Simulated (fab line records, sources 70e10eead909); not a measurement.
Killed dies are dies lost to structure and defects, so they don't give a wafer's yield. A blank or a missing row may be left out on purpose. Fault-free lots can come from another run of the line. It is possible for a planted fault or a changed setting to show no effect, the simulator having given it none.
fab line records + flow nand_harc
[record]
- lots = 13
- wafers = 39
- last_day = 31
route steps=1302 shown P_M2@348 P_BONDPAD@369 END@1302
lots that met no fault: taken from a fault-free run of the same line
start_h: hours from the record's opening day to when the first of the lot's shown wafers began + wait_h: time in hours since the lot's previous step + " identical to the entry in the row above + L1.1+2: a row that stands for several wafers + - either no value or no given start + * or withheld: withheld + < > ~ a bound
route shown NAME@n: a module of which the file shows steps, and the number in the route of the first + usual: mean/standard deviation taken from wafers without a fault + same: alike in all rows + chamber/n: place in a boat + sites: per-site readings + _std_site: the standard deviation of these + _edge_site: inner sites' mean taken away from outer sites' mean + radius_mm: for every site, how far away it sits from the centre of the wafer + mask NAME#n: copy n + behind: the most recent tool/chamber to have shaped the wafer + hold: reason for holding the lot/hours on hold/outcome of the hold + device: whichever transistor did not switch (one of n, p or np) + end of line: at the end of the route, the tests of the same wafers + step lacking rows: just its recipe + killed: dies lost to structure and defects at the first sort, not the wafer's yield + map: per-die view of a wafer (x killed, . not killed, _ where there is no die)
set.NAME: setting as actually run; set.NAME@STEP: the setting as run at that earlier step + model.NAME: the simulator's own value behind a step, which no gauge read
a sample of lots followed through the steps of the route, with each step as a table and each wafer as a row
services: from which hour (start_h, from the record's first day; less than 0 if before it) a tool's chamber was out of use, for how many hours, and why
[[steps]]
[step NHARC_P_M2_INSPECT_27]
[usual]
- raw_defect_count = 303/110
| lot.wafer | tool              | chamber | start_h | wait_h | raw_defect_count |
|-----------|-------------------|---------|---------|--------|------------------|
| L220.1    | defect_inspect-01 | -       | 132.36  | 0.0    | 377              |
| L220.5    | "                 | -       | "       | "      | 613              |
| L220.6    | "                 | -       | "       | "      | 443              |
| L224.1    | defect_inspect-02 | -       | 170.16  | 0.0    | 303              |
| L224.3    | "                 | -       | "       | "      | 301              |
| L224.4    | "                 | -       | "       | "      | 268              |
| L225.1    | defect_inspect-01 | -       | 186.47  | 0.0    | 270              |
| L225.2    | "                 | -       | "       | "      | 879              |
| L225.3    | "                 | -       | "       | "      | 204              |
| L226.2    | defect_inspect-02 | -       | 196.06  | 0.0    | 324              |
| L226.3    | "                 | -       | "       | "      | 171              |
| L226.5    | "                 | -       | "       | "      | 179              |
| L227.3    | defect_inspect-02 | -       | 208.16  | 0.0    | 382              |
| L227.5    | "                 | -       | "       | "      | 302              |
| L227.6    | "                 | -       | "       | "      | 247              |
| L228.2    | defect_inspect-01 | -       | 221.01  | 0.0    | 212              |
| L228.4    | "                 | -       | "       | "      | 255              |
| L228.5    | "                 | -       | "       | "      | 257              |
| L231.3    | defect_inspect-02 | -       | 251.45  | 0.0    | 289              |
| L231.4    | "                 | -       | "       | "      | 367              |
| L231.5    | "                 | -       | "       | "      | 406              |
| L233.3    | defect_inspect-01 | -       | 262.53  | 0.0    | 207              |
| L233.5    | "                 | -       | "       | "      | 339              |
| L233.6    | "                 | -       | "       | "      | 374              |
| L234.1    | defect_inspect-02 | -       | 279.49  | 0.0    | 253              |
| L234.3    | "                 | -       | "       | "      | 448              |
| L234.6    | "                 | -       | "       | "      | 164              |
| L235.1    | defect_inspect-02 | -       | 290.57  | 0.0    | 197              |
| L235.4    | "                 | -       | "       | "      | 220              |
| L235.5    | "                 | -       | "       | "      | 307              |
| L236.2    | defect_inspect-02 | -       | 293.94  | 0.0    | 359              |
| L236.3    | "                 | -       | "       | "      | 462              |
| L236.6    | "                 | -       | "       | "      | 653              |
| L238.1    | defect_inspect-02 | -       | 315.23  | 0.0    | 258              |
| L238.2    | "                 | -       | "       | "      | 240              |
| L238.5    | "                 | -       | "       | "      | 293              |
| L239.1    | defect_inspect-01 | -       | 315.69  | 0.0    | 202              |
| L239.5    | "                 | -       | "       | "      | 290              |
| L239.6    | "                 | -       | "       | "      | 360              |
[step NHARC_P_BONDPAD_ETCH_12]
[recipe]
- target_depth_a = 2000
- time_s = 100
- chf3_flow_sccm = 50
- o2_flow_sccm = 10
- ar_flow_sccm = 200
- rf_w = 500
- bias_w = 200
- chemistry = CHF3/O2
[usual]
- drypump_motor_current_A = 5.6/0.4
- oes_product_au = 0.941/0.022
- rf_fwd_power_W = 496.9/2
- rf_vpp_V = 370.2/2.4
- showerhead_plenum_p_Torr = 2.38/0.11
- throttle_valve_pct = 20.572/0.0097
[same]
- time_s = 100
| lot.wafer | tool        | chamber | start_h | wait_h | drypump_motor_current_A | oes_product_au | rf_fwd_power_W | rf_hours_counter_h | rf_vpp_V | showerhead_plenum_p_Torr | throttle_valve_pct |
|-----------|-------------|---------|---------|--------|-------------------------|----------------|----------------|--------------------|----------|--------------------------|--------------------|
| L220.1    | rie_diel-02 | 1       | 134.60  | -      | 5.8                     | 0.970          | 499.0          | 3.8                | 371.3    | 2.45                     | 20.568             |
| L220.5    | "           | 0       | "       | "      | 5.4                     | 0.960          | 496.2          | -                  | 366.5    | 2.25                     | 20.584             |
| L220.6    | "           | 1       | "       | "      | 5.8                     | 0.972          | 500.2          | -                  | 372.5    | 2.45                     | 20.572             |
| L224.3    | rie_diel-12 | 0       | 172.37  | -      | 5.0                     | 0.933          | 496.0          | 4.6                | 373.4    | 2.57                     | 20.588             |
| L224.1    | "           | 1       | "       | "      | 5.6                     | 0.930          | 495.0          | 4.1                | 373.1    | 2.48                     | 20.573             |
| L224.4    | "           | 3       | "       | "      | 4.6                     | 0.939          | 498.4          | -                  | 369.4    | 2.32                     | 20.589             |
| L225.1    | rie_diel-03 | 1       | 188.63  | 0.1    | 5.6                     | 0.931          | 500.0          | 1.5                | 367.2    | 2.28                     | 20.575             |
| L225.2    | "           | 0       | "       | "      | 5.6                     | 0.920          | 494.4          | 1.9                | 369.4    | 2.32                     | 20.566             |
| L225.3    | "           | 1       | "       | "      | 5.7                     | 0.924          | 497.6          | -                  | 369.8    | 2.28                     | 20.555             |
| L226.2    | rie_diel-02 | 1       | 198.22  | -      | 5.8                     | 0.934          | 496.5          | 7.2                | 371.5    | 2.45                     | 20.570             |
| L226.3    | "           | 3       | "       | "      | 4.8                     | 0.926          | 495.5          | 7.1                | 367.3    | 2.35                     | 20.557             |
| L226.5    | "           | 2       | "       | "      | 5.4                     | 0.905          | 494.5          | -                  | 367.9    | 2.28                     | 20.561             |
| L227.3    | rie_diel-03 | 3       | 210.34  | -      | 6.0                     | 0.956          | 498.1          | 2.8                | 374.3    | 2.53                     | 20.562             |
| L227.6    | "           | 2       | "       | "      | 6.1                     | 0.973          | 497.7          | -                  | 371.9    | 2.49                     | 20.569             |
| L227.5    | "           | 3       | "       | "      | 6.0                     | 0.947          | 494.2          | -                  | 372.7    | 2.53                     | 20.578             |
| L228.2    | rie_diel-03 | 1       | 223.14  | -      | 5.7                     | 0.940          | 499.2          | 2.9                | 368.4    | 2.28                     | 20.570             |
| L228.4    | "           | 3       | "       | "      | 6.1                     | 0.929          | 495.1          | -                  | 373.6    | 2.53                     | 20.572             |
| L228.5    | "           | 1       | "       | "      | 5.6                     | 0.926          | 499.4          | -                  | 369.1    | 2.28                     | 20.566             |
| L231.3    | rie_diel-03 | 0       | 253.63  | -      | 5.5                     | 0.925          | 494.6          | 3.7                | 368.2    | 2.32                     | 20.573             |
| L231.4    | "           | 2       | "       | "      | 6.1                     | 0.928          | 497.0          | 3.3                | 371.8    | 2.49                     | 20.568             |
| L231.5    | "           | 3       | "       | "      | 6.1                     | 0.924          | 496.9          | -                  | 372.5    | 2.53                     | 20.563             |
| L233.3    | rie_diel-03 | 1       | 264.63  | -      | 5.7                     | 0.920          | 498.0          | 4.1                | 369.1    | 2.28                     | 20.562             |
| L233.5    | "           | 3       | "       | "      | 6.0                     | 0.927          | 495.4          | -                  | 372.9    | 2.53                     | 20.570             |
| L233.6    | "           | 1       | "       | "      | 5.7                     | 0.924          | 501.2          | -                  | 367.7    | 2.28                     | 20.566             |
| L234.1    | rie_diel-02 | 0       | 281.55  | -      | 5.3                     | 0.928          | 497.5          | 3.2                | 367.7    | 2.25                     | 20.582             |
| L234.3    | "           | 1       | "       | "      | 5.8                     | 0.913          | 498.9          | 3.6                | 371.9    | 2.45                     | 20.568             |
| L234.6    | "           | 1       | "       | "      | 5.9                     | 0.928          | 501.0          | -                  | 370.8    | 2.45                     | 20.560             |
| L235.4    | rie_diel-02 | 2       | 292.73  | -      | 5.4                     | 0.962          | 497.4          | 4.3                | 367.9    | 2.28                     | 20.576             |
| L235.1    | "           | 0       | "       | "      | 5.3                     | 0.959          | 498.0          | 4.0                | 368.6    | 2.25                     | 20.589             |
| L235.5    | "           | 2       | "       | "      | 5.4                     | 0.964          | 499.5          | -                  | 367.7    | 2.28                     | 20.596             |
| L236.3    | rie_diel-03 | 2       | 296.32  | -      | 6.1                     | 0.978          | 498.8          | 0.1                | 372.7    | 2.49                     | 20.574             |
| L236.2    | "           | 3       | "       | "      | 6.1                     | 0.968          | 494.1          | 0.1                | 372.5    | 2.52                     | 20.589             |
| L236.6    | "           | 1       | "       | "      | 5.6                     | 1.003          | 497.6          | -                  | 367.1    | 2.28                     | 20.576             |
| L238.1    | rie_diel-02 | 2       | 317.42  | -      | 5.4                     | 1.166          | 698.5          | 6.0                | 368.6    | 2.28                     | 20.570             |
| L238.2    | "           | 0       | "       | "      | 5.3                     | 1.214          | 698.5          | 5.5                | 367.3    | 2.25                     | 20.570             |
| L238.5    | "           | 2       | "       | "      | 5.4                     | 1.177          | 697.3          | -                  | 367.8    | 2.28                     | 20.551             |
| L239.1    | rie_diel-02 | 0       | 317.90  | -      | 5.3                     | 1.165          | 699.8          | 5.5                | 367.0    | 2.25                     | 20.580             |
| L239.6    | "           | 1       | "       | "      | 5.9                     | 1.144          | 697.5          | -                  | 371.7    | 2.44                     | 20.588             |
| L239.5    | "           | 2       | "       | "      | 5.4                     | 1.123          | 696.7          | -                  | 366.0    | 2.28                     | 20.579             |
[step NHARC_P_BONDPAD_DEGAS_25]
[recipe]
- temp_c = 300
- time_s = 60
[usual]
- heater_power_w = 476/37
[same]
- time_s = 60
| lot.wafer | tool           | chamber | start_h | wait_h | heater_power_w |
|-----------|----------------|---------|---------|--------|----------------|
| L220.1    | pvd_sputter-03 | -       | 135.36  | -      | 418            |
| L220.5    | "              | -       | "       | "      | 395            |
| L220.6    | "              | -       | "       | "      | 417            |
| L224.1    | pvd_sputter-01 | -       | 173.14  | -      | 480            |
| L224.3    | "              | -       | "       | "      | 481            |
| L224.4    | "              | -       | "       | "      | 458            |
| L225.2    | pvd_sputter-01 | -       | 189.48  | -      | 492            |
| L225.3    | "              | -       | "       | "      | 455            |
| L225.1    | "              | -       | "       | "      | 466            |
| L226.2    | pvd_sputter-01 | -       | 198.98  | -      | 475            |
| L226.3    | "              | -       | "       | "      | 483            |
| L226.5    | "              | -       | "       | "      | 475            |
| L227.3    | pvd_sputter-01 | -       | 211.14  | -      | 459            |
| L227.5    | "              | -       | "       | "      | 488            |
| L227.6    | "              | -       | "       | "      | 455            |
| L228.2    | pvd_sputter-01 | -       | 223.90  | -      | 487            |
| L228.4    | "              | -       | "       | "      | 464            |
| L228.5    | "              | -       | "       | "      | 478            |
| L231.4    | pvd_sputter-02 | -       | 254.39  | -      | 496            |
| L231.3    | "              | -       | "       | "      | 557            |
| L231.5    | "              | -       | "       | "      | 523            |
| L233.3    | pvd_sputter-03 | -       | 265.40  | -      | 491            |
| L233.5    | "              | -       | "       | "      | 399            |
| L233.6    | "              | -       | "       | "      | 417            |
| L234.1    | pvd_sputter-01 | -       | 282.31  | -      | 439            |
| L234.3    | "              | -       | "       | "      | 480            |
| L234.6    | "              | -       | "       | "      | 434            |
| L235.4    | pvd_sputter-02 | -       | 293.50  | -      | 495            |
| L235.1    | "              | -       | "       | "      | 539            |
| L235.5    | "              | -       | "       | "      | 484            |
| L236.2    | pvd_sputter-01 | -       | 297.09  | -      | 473            |
| L236.3    | "              | -       | "       | "      | 484            |
| L236.6    | "              | -       | "       | "      | 438            |
| L238.1    | pvd_sputter-03 | -       | 318.18  | -      | 403            |
| L238.2    | "              | -       | "       | "      | 523            |
| L238.5    | "              | -       | "       | "      | 407            |
| L239.1    | pvd_sputter-02 | -       | 318.66  | -      | 477            |
| L239.5    | "              | -       | "       | "      | 509            |
| L239.6    | "              | -       | "       | "      | 550            |
[step NHARC_P_BONDPAD_PRE_CLEAN_26]
[recipe]
- time_s = 30
- temp_c = 280
- gas = H2/He
[usual]
- heater_power_w = 420/33
[same]
- time_s = 30
| lot.wafer | tool           | chamber | start_h | wait_h | heater_power_w |
|-----------|----------------|---------|---------|--------|----------------|
| L220.1    | pvd_sputter-03 | -       | -       | -      | 362            |
| L220.5    | "              | -       | "       | "      | 419            |
| L220.6    | "              | -       | "       | "      | 460            |
| L224.3    | pvd_sputter-01 | -       | -       | -      | 427            |
| L224.4    | "              | -       | "       | "      | 427            |
| L224.1    | "              | -       | "       | "      | 388            |
| L225.3    | pvd_sputter-01 | -       | -       | -      | 380            |
| L225.1    | "              | -       | "       | "      | 420            |
| L225.2    | "              | -       | "       | "      | 399            |
| L226.3    | pvd_sputter-01 | -       | -       | -      | 394            |
| L226.2    | "              | -       | "       | "      | 422            |
| L226.5    | "              | -       | "       | "      | 398            |
| L227.3    | pvd_sputter-01 | -       | -       | -      | 389            |
| L227.6    | "              | -       | "       | "      | 428            |
| L227.5    | "              | -       | "       | "      | 418            |
| L228.4    | pvd_sputter-01 | -       | -       | -      | 414            |
| L228.2    | "              | -       | "       | "      | 397            |
| L228.5    | "              | -       | "       | "      | 420            |
| L231.3    | pvd_sputter-02 | -       | -       | -      | 439            |
| L231.4    | "              | -       | "       | "      | 442            |
| L231.5    | "              | -       | "       | "      | 487            |
| L233.3    | pvd_sputter-03 | -       | -       | -      | 354            |
| L233.6    | "              | -       | "       | "      | 347            |
| L233.5    | "              | -       | "       | "      | 364            |
| L234.3    | pvd_sputter-01 | -       | -       | -      | 393            |
| L234.1    | "              | -       | "       | "      | 388            |
| L234.6    | "              | -       | "       | "      | 397            |
| L235.4    | pvd_sputter-02 | -       | -       | -      | 454            |
| L235.1    | "              | -       | "       | "      | 482            |
| L235.5    | "              | -       | "       | "      | 448            |
| L236.3    | pvd_sputter-01 | -       | -       | -      | 375            |
| L236.2    | "              | -       | "       | "      | 437            |
| L236.6    | "              | -       | "       | "      | 390            |
| L238.1    | pvd_sputter-03 | -       | -       | -      | 430            |
| L238.2    | "              | -       | "       | "      | 341            |
| L238.5    | "              | -       | "       | "      | 430            |
| L239.1    | pvd_sputter-02 | -       | -       | -      | 416            |
| L239.5    | "              | -       | "       | "      | 439            |
| L239.6    | "              | -       | "       | "      | 462            |
[step NHARC_END_SORT_01]
[recipe]
- temp_c = 25
[usual]
- defect_limited_yield = 91.1/2.9
- killed_at_array = 55/19
- killed_at_other = 0.8/1.1
- killed_at_periphery = 4.0/2.6
- killed_dies = 60/20
- killed_open = 3.4/1.7
- killed_short = 2.6/1.5
[same]
- gross_dies = 677
| lot.wafer | tool      | chamber | start_h | wait_h | defect_limited_yield[%] | killed_at_array | killed_at_other | killed_at_periphery | killed_dies | killed_open | killed_short |
|-----------|-----------|---------|---------|--------|-------------------------|-----------------|-----------------|---------------------|-------------|-------------|--------------|
| L224.1    | prober-01 | 0       | 592.00  | 2.5    | 89.2                    | 67              | 0               | 6                   | 73          | 3           | 0            |
| L224.3    | prober-01 | 0       | 593.58  | 3.1    | 89.2                    | 69              | 0               | 4                   | 73          | 4           | 2            |
| L224.4    | prober-01 | 0       | 594.37  | 3.4    | 84.5                    | 100             | 1               | 4                   | 105         | 3           | 1            |
| L225.1    | prober-02 | 0       | 618.20  | 2.5    | 84.9                    | 98              | 0               | 4                   | 102         | 3           | 5            |
| L225.2    | prober-02 | 0       | 618.99  | 2.8    | 87.9                    | 75              | 0               | 7                   | 82          | 9           | 4            |
| L225.3    | prober-02 | 0       | 619.79  | 3.1    | 90.4                    | 63              | 0               | 2                   | 65          | 1           | 1            |
| L231.3    | prober-02 | 0       | 684.07  | 3.1    | 92.0                    | 45              | 4               | 5                   | 54          | 3           | 4            |
| L231.4    | prober-02 | 0       | 684.86  | 3.4    | 92.2                    | 46              | 5               | 2                   | 53          | 2           | 4            |
| L231.5    | prober-02 | 0       | 685.65  | 3.6    | 93.8                    | 37              | 3               | 2                   | 42          | 0           | 1            |
| L234.1    | prober-02 | 0       | 701.10  | 2.5    | 91.9                    | 48              | 0               | 7                   | 55          | 4           | 3            |
| L234.3    | prober-02 | 0       | 702.69  | 3.1    | 92.6                    | 44              | 0               | 6                   | 50          | 5           | 0            |
| L234.6    | prober-02 | 0       | 705.07  | 4.0    | 93.1                    | 43              | 0               | 4                   | 47          | 4           | 3            |
| L236.2    | prober-02 | 0       | 715.93  | 2.8    | 90.0                    | 58              | 5               | 5                   | 68          | 4           | 1            |
| L236.3    | prober-02 | 0       | 716.73  | 3.1    | 88.6                    | 62              | 3               | 12                  | 77          | 4           | 1            |
| L236.6    | prober-02 | 0       | 719.12  | 4.0    | 90.8                    | 53              | 2               | 7                   | 62          | 5           | 1            |
| L239.1    | prober-01 | 0       | 751.21  | 2.5    | 89.7                    | 66              | 2               | 2                   | 70          | 2           | 1            |
| L239.5    | prober-01 | 0       | 754.39  | 3.7    | 87.3                    | 82              | 2               | 2                   | 86          | 2           | 3            |
| L239.6    | prober-01 | 0       | 755.18  | 4.0    | 87.4                    | 82              | 2               | 1                   | 85          | 2           | 3            |
// killed by level:class
L224.1 A_CHANNEL_HOLE_D2:chamber_film_flake=21 A_SLIT:chamber_film_flake=20 A_CHANNEL_HOLE_D1:chamber_film_flake=12 A_STAIRCASE:chamber_film_flake=5 A_CONTACT:chamber_film_flake=5 P_ZERO_WELL:chamber_film_flake=2 P_GATE:chamber_film_flake=2 P_M0:geometric_particle:open=1
L224.3 A_CHANNEL_HOLE_D2:chamber_film_flake=22 A_SLIT:chamber_film_flake=19 A_CHANNEL_HOLE_D1:chamber_film_flake=13 A_STAIRCASE:chamber_film_flake=6 P_CONTACT:chamber_film_flake=2 A_DECK1_JOINT:chamber_film_flake=2 A_CONTACT:chamber_film_flake=2 P_CONTACT:geometric_particle:open=1
L224.4 A_SLIT:chamber_film_flake=32 A_CHANNEL_HOLE_D2:chamber_film_flake=31 A_CHANNEL_HOLE_D1:chamber_film_flake=26 A_STAIRCASE:chamber_film_flake=6 A_CONTACT:chamber_film_flake=3 P_CONTACT:geometric_particle:open=2 P_STI:geometric_particle:open=1 A_ONON_D1:geometric_particle:short=1
L225.1 A_SLIT:chamber_film_flake=39 A_CHANNEL_HOLE_D1:chamber_film_flake=33 A_CONTACT:chamber_film_flake=12 P_ZERO_WELL:chamber_film_flake=3 A_CHANNEL_HOLE_D2:chamber_film_flake=3 A_CHANNEL_FILL_D1:geometric_particle:short=2 A_BLC:chamber_film_flake=2 P_M0:geometric_particle:open=1
L225.2 A_CHANNEL_HOLE_D1:chamber_film_flake=33 A_SLIT:chamber_film_flake=17 A_CONTACT:chamber_film_flake=6 A_CHANNEL_HOLE_D2:chamber_film_flake=5 A_CHANNEL_FILL_D1:chamber_film_flake=4 A_CHANNEL_FILL_D1:geometric_particle:open=3 P_CONTACT:geometric_particle:open=2 A_ONON_D2:geometric_particle:short=2
L225.3 A_CHANNEL_HOLE_D1:chamber_film_flake=36 A_SLIT:chamber_film_flake=17 A_CHANNEL_HOLE_D2:chamber_film_flake=6 A_CONTACT:chamber_film_flake=2 A_CHANNEL_FILL_D1:geometric_particle:open=1 A_SGD_CUT:geometric_particle:short=1 P_ZERO_WELL:chamber_film_flake=1 P_CONTACT:chamber_film_flake=1
L231.3 A_CHANNEL_HOLE_D2:chamber_film_flake=19 A_CHANNEL_HOLE_D1:chamber_film_flake=8 A_STAIRCASE:chamber_film_flake=4 THIN_TSV:chamber_film_flake=4 A_DECK1_JOINT:chamber_film_flake=3 A_SLIT:chamber_film_flake=3 A_CHANNEL_FILL_D1:geometric_particle:short=2 A_CONTACT:chamber_film_flake=2
L231.4 A_CHANNEL_HOLE_D2:chamber_film_flake=18 A_STAIRCASE:chamber_film_flake=6 A_M1:chamber_film_flake=5 THIN_TSV:chamber_film_flake=5 A_CHANNEL_HOLE_D1:chamber_film_flake=4 A_SLIT:chamber_film_flake=3 A_CONTACT:chamber_film_flake=3 A_CONTACT:geometric_particle:short=2
L231.5 A_CHANNEL_HOLE_D2:chamber_film_flake=15 A_CHANNEL_HOLE_D1:chamber_film_flake=7 A_STAIRCASE:chamber_film_flake=4 A_SLIT:chamber_film_flake=3 A_CONTACT:chamber_film_flake=3 THIN_TSV:chamber_film_flake=3 A_M1:chamber_film_flake=2 A_M0:geometric_particle:short=1
L234.1 A_CHANNEL_HOLE_D2:chamber_film_flake=18 A_CHANNEL_HOLE_D1:chamber_film_flake=11 A_DECK1_JOINT:chamber_film_flake=3 A_SLIT:chamber_film_flake=3 A_CONTACT:chamber_film_flake=3 P_GATE:chamber_film_flake=2 P_M1:chamber_film_flake=2 P_BONDPAD:chamber_film_flake=2
L234.3 A_CHANNEL_HOLE_D2:chamber_film_flake=23 A_CHANNEL_HOLE_D1:chamber_film_flake=7 A_SLIT:chamber_film_flake=4 P_GATE:chamber_film_flake=3 A_CONTACT:chamber_film_flake=3 A_CHANNEL_HOLE_D2:geometric_particle:open=2 A_CHANNEL_HOLE_D1:geometric_particle:open=1 A_CHANNEL_FILL_D1:geometric_particle:open=1
L234.6 A_CHANNEL_HOLE_D2:chamber_film_flake=20 A_CHANNEL_HOLE_D1:chamber_film_flake=8 A_STAIRCASE:chamber_film_flake=3 A_CONTACT:chamber_film_flake=3 A_SLIT:chamber_film_flake=2 P_CONTACT:geometric_particle:short=1 A_ONON_D1:geometric_particle:open=1 A_CHANNEL_HOLE_D1:geometric_particle:open=1
L236.2 A_SLIT:chamber_film_flake=29 A_CHANNEL_HOLE_D1:chamber_film_flake=10 A_BONDPAD:chamber_film_flake=7 THIN_TSV:chamber_film_flake=5 P_STI:chamber_film_flake=2 A_CHANNEL_HOLE_D2:chamber_film_flake=2 A_CONTACT:chamber_film_flake=2 P_GATE:geometric_particle:open=1
L236.3 A_SLIT:chamber_film_flake=34 A_CHANNEL_HOLE_D1:chamber_film_flake=9 A_BONDPAD:chamber_film_flake=8 P_STI:chamber_film_flake=6 A_CONTACT:chamber_film_flake=4 THIN_TSV:chamber_film_flake=3 P_M0:geometric_particle:open=2 P_GATE:chamber_film_flake=2
L236.6 A_SLIT:chamber_film_flake=22 A_CHANNEL_HOLE_D1:chamber_film_flake=8 A_CHANNEL_HOLE_D2:chamber_film_flake=7 A_CONTACT:chamber_film_flake=7 P_STI:chamber_film_flake=3 A_CHANNEL_FILL_D2:geometric_particle:open=2 P_GATE:chamber_film_flake=2 P_BONDPAD:chamber_film_flake=2
L239.1 A_SLIT:chamber_film_flake=26 A_CHANNEL_HOLE_D2:chamber_film_flake=12 A_SGD_CUT:chamber_film_flake=7 A_CHANNEL_HOLE_D1:chamber_film_flake=4 A_STAIRCASE:chamber_film_flake=4 A_CONTACT:chamber_film_flake=4 P_GATE:chamber_film_flake=2 A_ZERO_WELL:chamber_film_flake=2
L239.5 A_SLIT:chamber_film_flake=37 A_CHANNEL_HOLE_D2:chamber_film_flake=18 A_CHANNEL_HOLE_D1:chamber_film_flake=9 A_CONTACT:chamber_film_flake=7 A_SGD_CUT:chamber_film_flake=4 A_STAIRCASE:chamber_film_flake=2 P_GATE:geometric_particle:open=1 A_CHANNEL_FILL_D1:geometric_particle:short=1
L239.6 A_SLIT:chamber_film_flake=27 A_CHANNEL_HOLE_D2:chamber_film_flake=24 A_CHANNEL_HOLE_D1:chamber_film_flake=10 A_CONTACT:chamber_film_flake=5 A_SGD_CUT:chamber_film_flake=4 A_STAIRCASE:chamber_film_flake=3 A_CHANNEL_FILL_D2:chamber_film_flake=2 THIN_TSV:chamber_film_flake=2
[[services]]
| tool           | chamber | start_h | hours | kind   |
|----------------|---------|---------|-------|--------|
| rie_diel-03    | 0       | 113.36  | -     | clean  |
| rie_diel-03    | 1       | 113.36  | -     | clean  |
| rie_diel-03    | 2       | 113.36  | -     | clean  |
| rie_diel-03    | 3       | 113.36  | -     | clean  |
| rie_diel-12    | 3       | 119.41  | 12.6  | repair |
| rie_diel-02    | 3       | 129.40  | 6.4   | repair |
| rie_diel-12    | 0       | 144.59  | 5.2   | repair |
| rie_diel-03    | 1       | 145.67  | 15.5  | repair |
| pvd_sputter-01 | -       | 156.94  | 2.0   | repair |
| pvd_sputter-03 | -       | 170.03  | 10.0  | pm     |
| rie_diel-12    | 2       | 171.94  | 7.2   | repair |
| rie_diel-03    | 2       | 177.95  | 23.1  | repair |
| rie_diel-03    | 0       | 178.80  | 3.5   | repair |
| rie_diel-03    | 3       | 181.04  | 7.9   | repair |
| pvd_sputter-03 | -       | 198.86  | 4.8   | repair |
| rie_diel-02    | -       | 216.70  | 9.0   | pm     |
| rie_diel-03    | 0       | 220.92  | 15.9  | repair |
| pvd_sputter-01 | -       | 226.00  | 10.0  | pm     |
| rie_diel-03    | 0       | 261.36  | 11.1  | repair |
| rie_diel-12    | -       | 268.50  | 9.0   | pm     |
| rie_diel-03    | -       | 281.36  | 9.0   | pm     |
| pvd_sputter-02 | -       | 282.00  | 10.0  | pm     |
| pvd_sputter-03 | -       | 290.47  | 0.6   | repair |
| rie_diel-02    | -       | 297.54  | 0.7   | repair |
[[key]]
[first_sign]
- step = NHARC_P_BONDPAD_ETCH_12
- reading = rf_fwd_power_W
- direction = up
- sigmas = 99
- usual = *
- struck = *
[effect]
- step = NHARC_P_BONDPAD_ETCH_12
- reading = oes_product_au
- direction = up
- sigmas = 10
- usual = 0.941
- struck = 1.165
met_at NHARC_P_BONDPAD_ETCH_12
struck_lots L238,L239
not_acting_at NHARC_P_M2_INSPECT_27,NHARC_P_BONDPAD_DEGAS_25,NHARC_P_BONDPAD_PRE_CLEAN_26
onset_between 292.73 317.42
[fault]
- kind = process_parameter_drift
- tool = rie_diel-02
- chamber = -
- onset_h = 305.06
- steps = NHARC_P_BONDPAD_ETCH_12
- channel = rf_w
- offset = *
- shape = step
- end_h = 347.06
- acts_in = *
- stated = *
